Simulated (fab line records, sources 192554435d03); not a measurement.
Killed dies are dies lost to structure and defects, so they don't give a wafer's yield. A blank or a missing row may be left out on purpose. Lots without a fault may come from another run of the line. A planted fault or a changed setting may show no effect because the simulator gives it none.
Split-lot experiment | flow n5_finfet | 7 lots, 21 wafers read, on a route of 1938 steps

THE SPLIT
At N5_BEOL_M9_EXPOSE_25 (exposes mask V8), the setting dose_mj was moved away from the recipe's 37.25 on 11 of the 21 wafers read, by -7.0% to +6.0%. The other wafers ran this setting at the recipe's value.

FROM THE SPLIT TO THE READING: what the file shows between them, 2 steps
- N5_BEOL_M9_PEB_26: peb time 60 s
- N5_BEOL_M9_DEVELOP_27: develop time 30 s

THE READING
cd_nm, in nm, at N5_BEOL_M9_CD_MEAS_28 (target cd 70 nm). Fault-free wafers of this fab line usually give 69.92 nm, standard deviation 0.24 nm.

wafer  | tool, chamber at the split | dose_mj as run | against the recipe | cd_nm, nm | against lot-mates on the recipe
L074.2 | euv_scanner-01, 0          | 39.47          | +6.0%              | 71.79     | +1.73
L074.3 | euv_scanner-01, 0          | 37.25          | recipe             | 70.06     | -
L074.4 | euv_scanner-01, 0          | 39.47          | +6.0%              | 71.74     | +1.68
L076.1 | euv_scanner-02, 0          | 34.66          | -7.0%              | 68.09     | -1.54
L076.2 | euv_scanner-02, 0          | 37.25          | recipe             | 69.56     | -
L076.5 | euv_scanner-02, 0          | 37.25          | recipe             | 69.70     | -
L084.3 | euv_scanner-01, 0          | 38             | +2.0%              | 70.18     | -0.07
L084.5 | euv_scanner-01, 0          | 38             | +2.0%              | 70.31     | +0.06
L084.6 | euv_scanner-01, 0          | 37.25          | recipe             | 70.25     | -
L085.1 | euv_scanner-01, 0          | 37.25          | recipe             | 70.26     | -
L085.5 | euv_scanner-01, 0          | 37.25          | recipe             | 69.88     | -
L085.6 | euv_scanner-01, 0          | 37.25          | recipe             | 69.54     | -
L093.2 | euv_scanner-01, 0          | 35.24          | -5.4%              | 68.38     | -1.52
L093.3 | euv_scanner-01, 0          | 35.24          | -5.4%              | 68.30     | -1.60
L093.4 | euv_scanner-01, 0          | 37.25          | recipe             | 69.90     | -
L092.1 | euv_scanner-02, 0          | 36.27          | -2.6%              | 69.31     | no lot-mate on the recipe
L092.2 | euv_scanner-02, 0          | 36.27          | -2.6%              | 69.10     | no lot-mate on the recipe
L092.3 | euv_scanner-02, 0          | 36.27          | -2.6%              | 69.18     | no lot-mate on the recipe
L091.1 | euv_scanner-02, 0          | 37.25          | recipe             | 69.78     | -
L091.5 | euv_scanner-02, 0          | 38.26          | +2.7%              | 70.74     | +0.96
L091.6 | euv_scanner-02, 0          | 37.25          | recipe             | 69.77     | -

THE FIT
A straight line over all 21 wafers: cd_nm changes by +0.284 nm for each +1% of dose_mj; r = +0.98; the points scatter about the line by 0.21 nm.
The same after taking each lot's own level away (the mean of its wafers on the recipe; 18 wafers): +0.262 nm for each +1%; r = +0.96; scatter 0.26 nm.
On that fit, the largest move of dose_mj shifts the reading by 1.8 nm.
The lots' own levels span 69.630 to 70.250 nm, that is 2.6 times the standard deviation above.
So the lot-to-lot level changes the slope little: the two slopes agree.
Check: with one of the wafers moved furthest among these (-7.0%) left out of the fit, the line predicts -1.99 nm for it against its lot-mates. It came out at -1.54 nm against them.

OTHER SPLITS ON THESE WAFERS
These wafers also went through other splits before the reading. Each is held against what the fit with the lots' levels taken away leaves over:
other split on the same wafers | wafers away from the commonest value | r with cd_nm (lot level and that fit taken away)
N5_BEOL_M7_EXPOSE_25 dose_mj   | 5                                    | -0.30
N5_BEOL_M8_PEB_09 peb_time_s   | 6                                    | -0.09

THE FILE'S OWN FIT
cd_nm changes by +0.257 nm for each +1% of dose_mj, r = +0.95.
